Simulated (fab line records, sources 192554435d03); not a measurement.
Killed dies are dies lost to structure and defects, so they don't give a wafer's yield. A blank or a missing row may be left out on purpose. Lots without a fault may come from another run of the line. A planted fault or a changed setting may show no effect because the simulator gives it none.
A struck lot beside a sound one | flow n5_finfet | 20 steps out of a route of 1938
Sound: wafers L318.4, L318.5, L318.6. Struck: wafers L309.1, L309.2, L309.6. The cause comes at the end.
At each step with rows: each side's tool, then ch and its chambers, then its first start. Under that, the readings that differ: sound wafers | struck wafers | difference of the means | sigmas: that difference in standard deviations of wafers without a fault.
alike: readings whose means differ by less than 2 such deviations, and words and numbers that are the same on both sides. not compared: withheld readings, readings that some wafer has no value for, bounds like >300 that may hide the same value, and numbers for which the record gives no deviation and whose values overlap.
The two part at a step that has a row with sigmas, a row that says differs or no value, or rows on one side only. Numbers that don't overlap but have no deviation are shown without sigmas and don't part them. A reading that every wafer of one side lacks parts them only if that side has two wafers or more.

first, 9 steps without rows for these wafers: N5_MOL_CONTACT_COAG_COAT_34 (resist thk 40 nm); N5_MOL_CONTACT_COAG_EBR_36; N5_MOL_CONTACT_COAG_SOFTBAKE_35 (time 60 s); N5_MOL_CONTACT_COAG_EXPOSE_37 (exposes mask VD, defocus 0 nm); N5_MOL_CONTACT_COAG_PEB_38 (peb time 60 s); N5_MOL_CONTACT_COAG_DEVELOP_39 (develop time 30 s); N5_MOL_CONTACT_COAG_DESCUM_45 (chemistry O2, time 7 s); N5_MOL_CONTACT_COAG_ETCH_65 (etches underlayer in N2/H2, target depth 13 nm, time 10.4 s); N5_MOL_CONTACT_COAG_ETCH_66 (etches SiARC in CF4, target depth 13 nm, time 21.7 s).
N5_MOL_CONTACT_COAG_ALD_133: deposits SiO2, target thk 5 nm, pulse time 1 s, co reactant pulse time 1 s.
  sound on ald_sin-01 ch 0,2,3, day 10 12:41; struck on ald_sin-03 ch 1,3, day 8 04:49
  no value came back on the struck wafers for any of 6 readings (ald_cycles, chamber_pressure_Torr (Torr) and others); on the sound wafers ald_cycles reads 35 35 35
then, 6 steps without rows for these wafers: N5_MOL_CONTACT_COAG_ETCHBACK_134 (etches SiO2 in CHF3, target depth 10 nm, time 6.7 s); N5_MOL_CONTACT_COAG_ETCH_67 (etches SOC in N2/H2, target depth 60 nm, overetch 21 nm, time 101.2 s); N5_MOL_CONTACT_COAG_STRIP_68 (strips in N2/H2); N5_MOL_CONTACT_COAG_STRIP_69 (strips in N2/H2); N5_MOL_CONTACT_COAG_ETCHBACK_136 (etches SiO2 in CHF3, target depth 25 nm, time 16.7 s); N5_MOL_CONTACT_COAG_STRIP_120 (strips in CHF3).
N5_MOL_CONTACT_COAG_VIA_ETCH_117: etches SiO2 in C4F6/O2, target depth 40 nm, overetch 8 nm, time 26 s.
  sound on rie_diel-01 ch 0,2,3, day 10 13:10; struck on rie_diel-02 ch 1,2, day 8 05:13
  reading                                      | sound             | struck            | difference | sigmas
  model.MOL_CONTACT_COAG.feature_depth_nm (nm) | 40.8 40.2 40.6    | 44.4 44 45        | +3.9       |
  model.etch.depth_nm (nm)                     | 40.76 40.12 40.67 | 44.03 43.65 44.76 | +3.63      |
  alike: drypump_motor_current_A, oes_o_777_au, oes_product_au, rf_vpp_V, showerhead_plenum_p_Torr, throttle_valve_pct
  not compared: rf_hours_counter_h
then, 1 step without rows for these wafers: N5_MOL_CONTACT_COAG_ETCH_124 (etches SiNx in CH3F/O2, stops on SiOC, target depth 6.5 nm).
N5_BEOL_M4_RC_MEAS_101:
  the record has rows for the sound wafers here (prober-01 ch 0, day 12 22:50) and none for the struck ones
-- the record jumps here: 7 days lie between the struck wafers' starts before and after (it left off in module BEOL_M4 and takes up again in module PASSIVATION, whose first step shown is number 1936 of the route) --
N5_PASSIVATION_PROBE_49:
  sound on prober-01, day 16 20:11; struck on prober-02, day 15 06:49
  reading                  | sound          | struck         | difference | sigmas
  defect_limited_yield (%) | 90.6 87.1 88.7 | 17.6 19.2 19.0 | -70.2      | -50
  killed_at_contacts       | 10 21 14       | 888 860 863    | +855       | +99 or more
  killed_dies              | 111 152 133    | 972 954 956    | +829       | +52
  killed_on_rim            | 16 20 13       | 77 75 74       | +59        | +17
  sort_bin_5_function (%)  | 5.3 7.4 6.6    | 78.8 76.9 77.4 | +71.3      | +78
  sort_n_pass              | 1069 1028 1047 | 208 226 224    | -829       | -52
  sort_yield_pct (%)       | 90.6 87.1 88.7 | 17.6 19.2 19.0 | -70.2      | -50
  alike: killed_at_M0_to_M3, killed_at_M4_up, killed_at_front_end, killed_at_other, killed_open, killed_short, sort_bin_6_memory

WHERE THEY PART
First at N5_MOL_CONTACT_COAG_ALD_133; last, within this record, at N5_PASSIVATION_PROBE_49.

WHY: what the simulator had put in
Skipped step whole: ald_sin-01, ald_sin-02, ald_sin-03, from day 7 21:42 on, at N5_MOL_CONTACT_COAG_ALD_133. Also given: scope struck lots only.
